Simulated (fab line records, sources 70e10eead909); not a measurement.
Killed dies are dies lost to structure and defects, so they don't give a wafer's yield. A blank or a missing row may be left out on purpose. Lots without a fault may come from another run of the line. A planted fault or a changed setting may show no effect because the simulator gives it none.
fab line records | flow nand_harc
record lots=6 wafers=16 last_day=34
route steps=1302 shown P_CONTACT@249 P_M0@253 END@1302
lots that met no fault: from a run of the same line without faults
start_h: hours from the record's first day to the start of the lot's first wafer shown | wait_h: hours since the lot's step before | " the same as in the row above | L1.1+2: a row that stands for several wafers | - no value, or no start given | * or withheld: withheld | < > ~ a bound
route shown NAME@n: a module of which the file shows steps, and the number in the route of the first | usual: mean/standard deviation of fault-free wafers | same: alike in all rows | chamber/n: place in a boat | sites: the reading at each site | _std_site: their standard deviation | _edge_site: outer sites' mean less inner sites' | radius_mm: how far each site lies from the wafer's centre | mask NAME#n: copy n | behind: the tool/chamber that last shaped the wafer | hold: why the lot was held/for how many hours/how that ended | device: the transistor (n, p or np) that didn't switch | end of line: the same wafers' tests at the end of the route | a step without rows: its recipe alone | killed: dies lost to structure and defects at the first sort, not the wafer's yield | map: a wafer's dies, x killed, . not, _ none there
set.NAME: the setting as run; set.NAME@STEP: as run at that earlier step | model.NAME: the simulator's own value behind a step, which no gauge read
lots at some steps of the route; a table a step, a row a wafer
services: from which hour (start_h, from the record's first day; less than 0 if before it) a tool's chamber was out of use, for how many hours, and why
## steps
# step NHARC_P_CONTACT_CMP_24
# recipe t_overpolish_s=30 target_thk_nm=200
# usual edge_zone_pressure_frac=1.001/0.0048 motor_current_A=11.9/1.1 overpolish_run_s=30.000/0.0082 time_to_endpoint_s=40/3.2
# columns lot.wafer tool chamber start_h wait_h edge_zone_pressure_frac motor_current_A overpolish_run_s time_to_endpoint_s
L180.4 cmp-01 2 122.93 0.4 1.002 11.0 29.993 43
L180.2 " 0 " " 1.001 11.4 29.990 42
L180.6 " 3 " " 1.002 11.9 29.990 46
L191.3 cmp-01 1 239.58 0.4 1.003 14.0 30.002 38
L191.6 " 1 " " 1.005 15.2 29.994 37
L192.4 cmp-04 3 242.70 0.4 0.998 11.6 30.000 42
L192.3 " 0 " " 0.997 12.1 30.010 40
L194.1 cmp-03 2 266.52 0.6 0.993 13.1 30.010 40
L194.2 " 0 " " 0.996 10.0 29.992 38
L194.5 " 2 " " 1.000 12.2 29.991 41
L195.1 cmp-01 0 267.06 0.6 1.001 10.8 30.015 40
L195.2 " 1 " " 0.999 13.5 29.998 36
L195.6 " 0 " " 0.991 11.3 30.018 39
L203.4 cmp-03 1 350.81 0.3 1.000 11.1 29.996 37
L203.2 " 2 " " 1.009 12.5 30.003 40
L203.6 " 3 " " 0.998 13.0 29.980 43
# step NHARC_P_CONTACT_SRD_26
# step NHARC_P_CONTACT_INSPECT_27
# usual raw_defect_count=323/140
# columns lot.wafer tool chamber start_h wait_h raw_defect_count
L180.2 defect_inspect-02 - 123.34 0.1 336
L180.4 " - " " 236
L180.6 " - " " 226
L191.3 defect_inspect-02 - 239.96 0.1 315
L191.6 " - " " 340
L192.3 defect_inspect-02 - 243.08 0.1 235
L192.4 " - " " 346
L194.1 defect_inspect-02 - 266.92 0.1 337
L194.2 " - " " 589
L194.5 " - " " 302
L195.1 defect_inspect-02 - 267.46 0.1 206
L195.2 " - " " 140
L195.6 " - " " 147
L203.2 defect_inspect-01 - 351.17 0.1 241
L203.4 " - " " 380
L203.6 " - " " 281
# step NHARC_P_M0_DEP_00
# recipe target_thk_a=1500 target_thk_nm=150 temp_c=withheld pressure_torr=5 flow_sccm=200 rf_w=600 material=SiOC
# step NHARC_P_M0_DEHYDRATE_01
# recipe temp_c=150 time_s=120
# step NHARC_P_M0_HMDS_02
# recipe time_s=30
# step NHARC_P_M0_COAT_33
# recipe temp_c=200 time_s=65
# step NHARC_P_M0_COAT_03
# recipe spin_rpm=1500 resist_thk_nm=90
# step NHARC_P_M0_SOFTBAKE_04
# recipe temp_c=105 time_s=55
# step NHARC_P_M0_EBR_05
# step NHARC_P_M0_EXPOSE_06
# recipe na=1.35 target_cd_nm=90 dose_mj=81.28 mask_id=P_M0
# step NHARC_P_M0_PEB_07
# recipe peb_temp_c=100 peb_time_s=65
# usual heater_power_total_W=156.6/0.4
# columns lot.wafer tool chamber start_h wait_h heater_power_total_W
L180.2 litho_track-04 0 124.16 0.1 156.4
L180.4 " 0 " " 156.1
L180.6 " 0 " " 156.8
L191.3 litho_track-04 0 240.79 0.0 175.6
L191.6 " 0 " " 175.8
L192.3 litho_track-04 0 243.78 0.0 176.4
L192.4 " 0 " " 157.2
L194.1 litho_track-01 0 267.74 0.1 156.3
L194.2 " 0 " " 156.0
L194.5 " 0 " " 156.4
L195.1 litho_track-06 0 268.29 0.1 156.2
L195.2 " 0 " " 156.7
L195.6 " 0 " " 156.3
L203.2 litho_track-04 0 351.87 0.1 156.1
L203.4 " 0 " " 156.8
L203.6 " 0 " " 156.1
# step NHARC_P_M0_DEVELOP_08
# recipe develop_time_s=35 dev_temp_c=23
# step NHARC_P_M0_CD_MEAS_09
# recipe target_cd_nm=90 landing_energy_ev=500
# usual cd_nm=89.7/0.56
# columns lot.wafer tool chamber start_h wait_h cd_nm
L180.2 cd_sem-01 0 124.24 - 91.0
L180.4 " 0 " " 90.3
L180.6 " 0 " " 90.9
L191.3 cd_sem-03 0 240.88 - 81.5
L191.6 " 0 " " 82.0
L192.3 cd_sem-01 0 243.86 - 81.6
L192.4 " 0 " " 90.8
L194.1 cd_sem-03 0 267.82 - 89.7
L194.2 " 0 " " 90.2
L194.5 " 0 " " 89.2
L195.1 cd_sem-03 0 268.36 - 89.2
L195.2 " 0 " " 89.8
L195.6 " 0 " " 89.4
L203.2 cd_sem-01 0 351.95 - 89.6
L203.4 " 0 " " 89.1
L203.6 " 0 " " 89.8
# step NHARC_P_M0_OVL_MEAS_10
# recipe pitch_nm=180
# usual overlay_x_nm=-0.2/1 overlay_y_nm=0.1/0.78
# columns lot.wafer tool chamber start_h wait_h overlay_x_nm overlay_y_nm
L180.2 overlay-02 - 124.33 - 1.4 -0.8
L180.4 " - " " 1.0 -0.8
L180.6 " - " " 1.2 -1.1
L191.3 overlay-02 - 240.96 - -1.1 0.1
L191.6 " - " " -0.5 0.1
L192.3 overlay-02 - 243.95 - -1.3 0.5
L192.4 " - " " -0.7 0.7
L194.1 overlay-01 - 267.91 - -0.1 0.3
L194.2 " - " " 0.4 0.4
L194.5 " - " " -0.5 0.6
L195.1 overlay-01 - 268.45 - 0.2 -0.2
L195.2 " - " " 0.0 -0.6
L195.6 " - " " 0.5 -0.6
L203.2 overlay-02 - 352.03 - 0.8 0.0
L203.4 " - " " 0.8 -0.2
L203.6 " - " " 0.4 0.0
# step NHARC_P_M0_INSPECT_11
# usual raw_defect_count=4.3/2.3
# columns lot.wafer tool chamber start_h wait_h raw_defect_count
L180.2 defect_inspect-02 - 124.36 0.0 4
L180.4 " - " " 3
L180.6 " - " " 6
L191.3 defect_inspect-01 - 241.00 0.0 4
L191.6 " - " " 5
L192.3 defect_inspect-02 - 243.98 0.0 2
L192.4 " - " " 3
L194.1 defect_inspect-02 - 267.94 0.0 3
L194.2 " - " " 4
L194.5 " - " " 1
L195.1 defect_inspect-02 - 268.49 0.0 2
L195.2 " - " " 0
L195.6 " - " " 2
L203.2 defect_inspect-02 - 352.07 0.0 6
L203.4 " - " " 3
L203.6 " - " " 5
# step NHARC_P_M0_DESCUM_14
# recipe time_s=3 o2_flow_sccm=200 ar_flow_sccm=0 bias_power_w=0 chemistry=O2
# usual drypump_motor_current_A=5.8/0.46 oes_product_au=1.003/0.01 rf_vpp_V=57.7/0.91 showerhead_plenum_p_Torr=1.89/0.09 throttle_valve_pct=11.311/0.0094
# same bias_power_w=0
# columns lot.wafer tool chamber start_h wait_h drypump_motor_current_A oes_product_au rf_hours_counter_h rf_vpp_V showerhead_plenum_p_Torr throttle_valve_pct model.P_M0.cd_nm
L180.4 rie_diel-08 2 124.43 0.1 5.3 1.007 16 57.7 1.93 11.315 90.33
L180.2 " 1 " " 6.0 1.010 17 59.9 1.89 11.297 91.69
L180.6 " 2 " " 5.3 1.001 - 58.0 1.93 11.309 91.21
L191.3 rie_diel-08 0 241.06 0.1 6.4 1.014 8 59.1 1.76 11.299 81.88
L191.6 " 3 " " 5.8 1.004 - 56.5 1.81 11.301 82.28
L192.3 rie_diel-04 3 244.07 0.1 6.1 0.998 12 58.9 2.05 11.302 81.78
L192.4 " 2 " " 6.3 1.007 14 58.6 1.77 11.310 90.7
L194.1 rie_diel-02 2 268.00 0.1 5.5 0.992 11 58.1 1.94 11.314 90.19
L194.2 " 0 " " 6.7 1.000 11 57.6 1.99 11.318 90.25
L194.5 " 2 " " 5.5 0.982 - 56.7 1.94 11.311 89.91
L195.2 rie_diel-02 1 268.55 0.1 5.1 1.003 13 58.1 1.93 11.323 90.34
L195.1 " 0 " " 6.7 1.003 11 58.2 1.99 11.314 90.33
L195.6 " 1 " " 5.1 1.002 - 56.9 1.93 11.288 89.67
L203.4 rie_diel-04 2 352.13 0.1 6.3 1.009 56 57.5 1.76 11.304 89.77
L203.2 " 3 " " 6.1 0.993 55 56.4 2.04 11.312 90.39
L203.6 " 2 " " 6.3 0.996 - 56.6 1.76 11.314 90.66
# step NHARC_P_M0_ETCH_34
# recipe target_depth_a=400 overetch_a=120 time_s=43.94 ion_energy_ev=200 n2_flow_sccm=150 h2_flow_sccm=150 ar_flow_sccm=0 rf_w=400 bias_w=150 chemistry=N2/H2
# usual bias_w=149.9/0.51 drypump_motor_current_A=5.8/0.46 oes_product_au=1.004/0.0096 rf_vpp_V=429.8/3 showerhead_plenum_p_Torr=2.02/0.097 throttle_valve_pct=14.171/0.0091
# columns lot.wafer tool chamber start_h wait_h bias_w drypump_motor_current_A oes_product_au rf_hours_counter_h rf_vpp_V showerhead_plenum_p_Torr throttle_valve_pct
L180.2 rie_diel-08 2 124.52 0.1 149.6 5.3 0.981 16 431.0 2.06 14.175
L180.4 " 0 " " 150.4 6.4 1.004 16 424.2 1.88 14.172
L180.6 " 2 " " 150.5 5.3 1.001 - 431.6 2.06 14.176
L191.3 rie_diel-08 0 241.15 0.1 149.2 6.4 1.017 8 425.5 1.88 14.183
L191.6 " 0 " " 149.5 6.4 1.012 - 426.9 1.88 14.165
L192.4 rie_diel-04 3 244.22 0.1 149.5 6.1 1.004 12 435.3 2.19 14.175
L192.3 " 0 " " 150.6 5.3 1.020 11 431.0 2.02 14.177
L194.2 rie_diel-02 2 268.09 0.1 149.2 5.5 0.997 11 430.9 2.07 14.178
L194.1 " 1 " " 149.9 5.0 1.009 12 431.3 2.06 14.179
L194.5 " 3 " " 150.6 5.5 1.010 - 433.0 2.13 14.176
L195.1 rie_diel-02 1 268.64 0.1 149.4 5.1 1.015 13 431.5 2.06 14.162
L195.2 " 0 " " 149.9 6.7 1.004 11 431.3 2.12 14.170
L195.6 " 1 " " 150.4 5.1 1.020 - 430.4 2.06 14.183
L203.4 rie_diel-04 2 352.22 0.1 149.5 6.3 1.005 56 424.9 1.87 14.166
L203.2 " 3 " " 149.4 6.1 1.006 55 434.8 2.17 14.168
L203.6 " 3 " " 149.6 6.1 1.017 - 435.1 2.17 14.158
# step NHARC_P_M0_ETCH_15
# recipe target_depth_a=1500 overetch_a=150 time_s=82.5 c4f8_flow_sccm=withheld ar_flow_sccm=400 rf_w=600 bias_w=300 chemistry=C4F8/Ar
# usual bias_w=300.1/0.87 oes_product_au=0.955/0.024 rf_vpp_V=440.1/2.9
# columns lot.wafer tool chamber start_h wait_h bias_w oes_product_au rf_hours_counter_h rf_vpp_V model.P_M0.cd_nm
L180.4 rie_diel-08 2 - - 300.5 0.954 16 441.9 90.72
L180.2 " 0 " " 300.5 0.985 16 435.9 92.72
L180.6 " 2 " " 300.2 0.944 - 439.7 91.93
L191.3 rie_diel-08 3 - - 300.1 0.961 9 438.6 81.13
L191.6 " 2 " " 299.6 0.976 - 439.4 81.47
L192.4 rie_diel-04 3 - - 300.7 0.957 12 444.9 90.63
L192.3 " 1 " " 298.9 0.963 19 436.2 81.83
L194.1 rie_diel-02 3 - - 300.1 0.961 8 442.7 89.96
L194.2 " 0 " " 303.0 0.973 11 445.0 90.37
L194.5 " 2 " " 300.2 0.940 - 442.4 89.83
L195.2 rie_diel-02 1 - - 298.3 0.983 13 441.1 90
L195.1 " 3 " " 300.0 1.000 8 443.4 90.12
L195.6 " 2 " " 299.4 0.962 - 441.7 89.6
L203.2 rie_diel-04 1 - - 299.5 0.906 64 437.5 90.06
L203.4 " 3 " " 300.0 0.923 55 444.2 89.39
L203.6 " 1 " " 301.4 0.903 - 435.4 90.47
# step NHARC_P_M0_CD_MEAS_16
# usual cd_nm=89.8/0.74
# columns lot.wafer tool chamber start_h wait_h cd_nm
L180.2 cd_sem-02 - 124.73 - 92.6
L180.4 " - " " 90.6
L180.6 " - " " 91.6
L191.3 cd_sem-02 - 241.36 - 80.8
L191.6 " - " " 81.5
L192.3 cd_sem-03 - 244.43 - 81.8
L192.4 " - " " 90.9
L194.1 cd_sem-02 - 268.30 - 90.1
L194.2 " - " " 90.3
L194.5 " - " " 89.8
L195.1 cd_sem-03 - 268.86 - 90.4
L195.2 " - " " 89.9
L195.6 " - " " 89.4
L203.2 cd_sem-03 - 352.43 - 90.1
L203.4 " - " " 89.7
L203.6 " - " " 90.5
# step NHARC_P_M0_STRIP_18
# recipe power_w=1000 n2_flow_sccm=150 h2_flow_sccm=150 ar_flow_sccm=0 bias_w=0 chemistry=N2/H2
# usual drypump_motor_current_A=5.8/0.48 oes_product_au=1.002/0.011 rf_vpp_V=90.5/1 showerhead_plenum_p_Torr=2.02/0.094 throttle_valve_pct=14.170/0.01
# same bias_w=0
# columns lot.wafer tool chamber start_h wait_h drypump_motor_current_A oes_product_au rf_hours_counter_h rf_vpp_V showerhead_plenum_p_Torr throttle_valve_pct
L180.4 rie_diel-02 2 124.80 0.1 5.5 0.983 26 91.4 2.09 14.183
L180.2 " 1 " " 5.1 0.983 23 91.6 2.07 14.157
L180.6 " 3 " " 5.6 1.003 - 90.0 2.14 14.211
L191.3 rie_diel-02 1 241.51 0.1 5.1 0.997 5 91.7 2.06 14.162
L191.6 " 2 " " 5.5 0.983 - 91.6 2.07 14.165
L192.4 rie_diel-04 1 244.50 0.1 6.0 1.001 19 90.6 1.90 14.168
L192.3 " 3 " " 6.1 1.006 12 89.9 2.19 14.167
L194.2 rie_diel-02 1 268.38 0.1 5.1 1.015 13 90.1 2.06 14.169
L194.1 " 3 " " 5.6 1.000 8 90.2 2.13 14.188
L194.5 " 2 " " 5.5 0.983 - 90.5 2.07 14.164
L195.1 rie_diel-02 0 268.96 0.1 6.7 1.006 11 91.4 2.12 14.168
L195.2 " 2 " " 5.5 0.990 11 90.4 2.07 14.171
L195.6 " 0 " " 6.6 1.009 - 93.7 2.12 14.169
L203.2 rie_diel-02 3 352.50 0.1 5.6 1.007 38 90.2 2.12 14.160
L203.4 " 0 " " 6.7 0.987 - 89.7 2.11 14.173
L203.6 " 1 " " 5.1 0.991 - 90.2 2.04 14.166
# step NHARC_END_SORT_01
# recipe temp_c=25
# usual defect_limited_yield=90.9/2.8 killed_at_array=56/19 killed_at_other=1.0/1.3 killed_at_periphery=3.8/2.2 killed_dies=61/19 killed_open=3.1/1.9 killed_short=2.3/1.5
# same gross_dies=677
# columns lot.wafer tool chamber start_h wait_h defect_limited_yield[%] killed_at_array killed_at_other killed_at_periphery killed_dies killed_open killed_short
L191.3 prober-02 0 676.94 3.1 90.7 59 1 3 63 1 2
L191.6 prober-02 0 679.34 4.0 88.3 75 2 2 79 2 2
L192.3 prober-01 0 682.57 3.1 95.3 27 1 4 32 5 3
L192.4 prober-01 0 683.38 3.4 97.2 16 1 2 19 4 2
L194.1 prober-01 0 704.31 2.5 92.3 49 1 2 52 1 1
L194.2 prober-01 0 705.11 2.8 92.3 51 0 1 52 2 1
L194.5 prober-01 0 707.52 3.7 91.7 51 3 2 56 2 3
L195.1 prober-02 0 711.66 2.5 92.2 52 0 1 53 6 4
L195.2 prober-02 0 712.47 2.8 90.7 59 0 4 63 11 5
L195.6 prober-02 0 715.70 4.0 92.9 46 0 2 48 4 2
# killed by level:class
L191.3 A_CHANNEL_HOLE_D1:chamber_film_flake=25 A_SLIT:chamber_film_flake=25 A_WL_FILL:chamber_film_flake=3 A_CHANNEL_FILL_D1:chamber_film_flake=2 P_GATE:geometric_particle:open=1 A_SOURCE_PLATE:geometric_particle:short=1 A_ONON_D1:geometric_particle:short=1 P_M0:chamber_film_flake=1
L191.6 A_CHANNEL_HOLE_D1:chamber_film_flake=30 A_SLIT:chamber_film_flake=28 A_WL_FILL:chamber_film_flake=4 A_CONTACT:chamber_film_flake=4 A_ZERO_WELL:chamber_film_flake=3 A_CHANNEL_FILL_D2:geometric_particle:open=2 A_STAIRCASE:chamber_film_flake=2 THIN_TSV:chamber_film_flake=2
L192.3 A_CHANNEL_HOLE_D1:chamber_film_flake=12 A_STAIRCASE:chamber_film_flake=3 A_CONTACT:chamber_film_flake=3 A_ONON_D2:geometric_particle:open=2 P_M0:area_peb=2 P_M0:geometric_particle:short=1 A_DECK1_JOINT:geometric_particle:short=1 A_CHANNEL_HOLE_D2:geometric_particle:open=1
L192.4 A_CHANNEL_HOLE_D1:chamber_film_flake=7 A_CONTACT:chamber_film_flake=2 P_CONTACT:geometric_particle:open=1 A_SOURCE_PLATE:geometric_particle:open=1 A_WL_FILL:geometric_particle:short=1 A_WL_FILL:geometric_particle:open=1 A_M0:geometric_particle:short=1 STARTING-WAFER:geometric_particle:open=1
L194.1 A_CHANNEL_HOLE_D1:chamber_film_flake=31 A_CONTACT:chamber_film_flake=6 A_STAIRCASE:chamber_film_flake=3 P_GATE:chamber_film_flake=2 A_SLIT:chamber_film_flake=2 A_WL_FILL:chamber_film_flake=2 A_BONDPAD:chamber_film_flake=2 A_ONON_D1:geometric_particle:short=1
L194.2 A_CHANNEL_HOLE_D1:chamber_film_flake=31 A_SLIT:chamber_film_flake=7 A_CONTACT:chamber_film_flake=4 A_STAIRCASE:chamber_film_flake=3 A_BONDPAD:chamber_film_flake=2 A_SOURCE_PLATE:geometric_particle:short=1 A_DECK1_JOINT:geometric_particle:open=1 A_WL_FILL:geometric_particle:open=1
L194.5 A_CHANNEL_HOLE_D1:chamber_film_flake=29 A_CONTACT:chamber_film_flake=9 THIN_TSV:chamber_film_flake=3 A_DECK1_JOINT:geometric_particle:open=2 A_STAIRCASE:chamber_film_flake=2 A_SLIT:chamber_film_flake=2 A_BONDPAD:chamber_film_flake=2 P_CONTACT:geometric_particle:short=1
L195.1 A_SLIT:chamber_film_flake=29 A_CHANNEL_HOLE_D1:chamber_film_flake=7 A_ONON_D1:geometric_particle:open=3 A_CONTACT:chamber_film_flake=3 A_STAIRCASE:chamber_film_flake=2 P_CONTACT:geometric_particle:short=1 A_CHANNEL_HOLE_D1:geometric_particle:open=1 A_CHANNEL_FILL_D1:geometric_particle:open=1
L195.2 A_SLIT:chamber_film_flake=31 A_CHANNEL_HOLE_D1:chamber_film_flake=9 P_M0:geometric_particle:open=3 A_STAIRCASE:chamber_film_flake=3 A_CONTACT:chamber_film_flake=3 A_CHANNEL_FILL_D1:geometric_particle:short=2 A_CHANNEL_FILL_D1:geometric_particle:open=2 A_DECK1_JOINT:geometric_particle:open=2
L195.6 A_SLIT:chamber_film_flake=29 A_CHANNEL_HOLE_D1:chamber_film_flake=6 A_CONTACT:chamber_film_flake=5 A_STAIRCASE:chamber_film_flake=2 P_M0:geometric_particle:short=1 P_M0:geometric_particle:open=1 A_CHANNEL_FILL_D2:geometric_particle:open=1 A_CONTACT:geometric_particle:open=1
## services
# columns tool chamber start_h hours kind
rie_diel-04 3 106.91 5.3 repair
cmp-01 - 114.19 5.8 repair
rie_diel-04 1 117.77 14.6 repair
rie_diel-08 0 148.78 14.3 repair
cmp-01 - 149.91 0.7 repair
rie_diel-04 1 151.28 1.3 repair
rie_diel-04 2 152.10 7.8 repair
cmp-01 - 162.77 0.8 repair
rie_diel-04 - 182.22 9.0 pm
cmp-01 - 185.56 4.0 pm
rie_diel-08 - 191.47 9.0 pm
litho_track-04 - 203.00 7.0 pm
rie_diel-02 3 207.57 13.6 repair
cmp-01 - 213.74 1.6 repair
rie_diel-04 3 216.49 12.6 repair
rie_diel-02 - 220.32 9.0 pm
rie_diel-04 0 231.16 3.5 repair
rie_diel-04 2 231.23 4.8 repair
rie_diel-02 3 243.77 8.5 repair
rie_diel-02 - 246.23 1.0 repair
rie_diel-04 1 299.48 4.0 repair
rie_diel-04 0 300.39 6.9 repair
rie_diel-08 2 326.87 16.3 repair
rie_diel-02 2 352.48 2.9 repair
## key
first_sign step=NHARC_P_M0_PEB_07 reading=heater_power_total_W direction=up sigmas=48 usual=* struck=*
effect step=NHARC_P_M0_CD_MEAS_09 reading=cd_nm direction=down sigmas=14 usual=89.7 struck=81.7
effect step=NHARC_P_M0_CD_MEAS_16 reading=cd_nm direction=down sigmas=11 usual=89.8 struck=81.4
model_effect step=NHARC_P_M0_DESCUM_14 value=P_M0.cd_nm without=90.08 struck=81.98
model_effect step=NHARC_P_M0_ETCH_15 value=P_M0.cd_nm without=89.57 struck=81.48
met_at NHARC_P_M0_PEB_07
struck_wafers L191.3,L191.6,L192.3
onset_between 124.16 240.79
fault kind=process_parameter_drift tool=litho_track-04 chamber=- onset_h=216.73 steps=NHARC_P_M0_PEB_07 channel=peb_time_s offset=* shape=step end_h=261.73 scope=struck_wafers_only acts_in=* stated=*
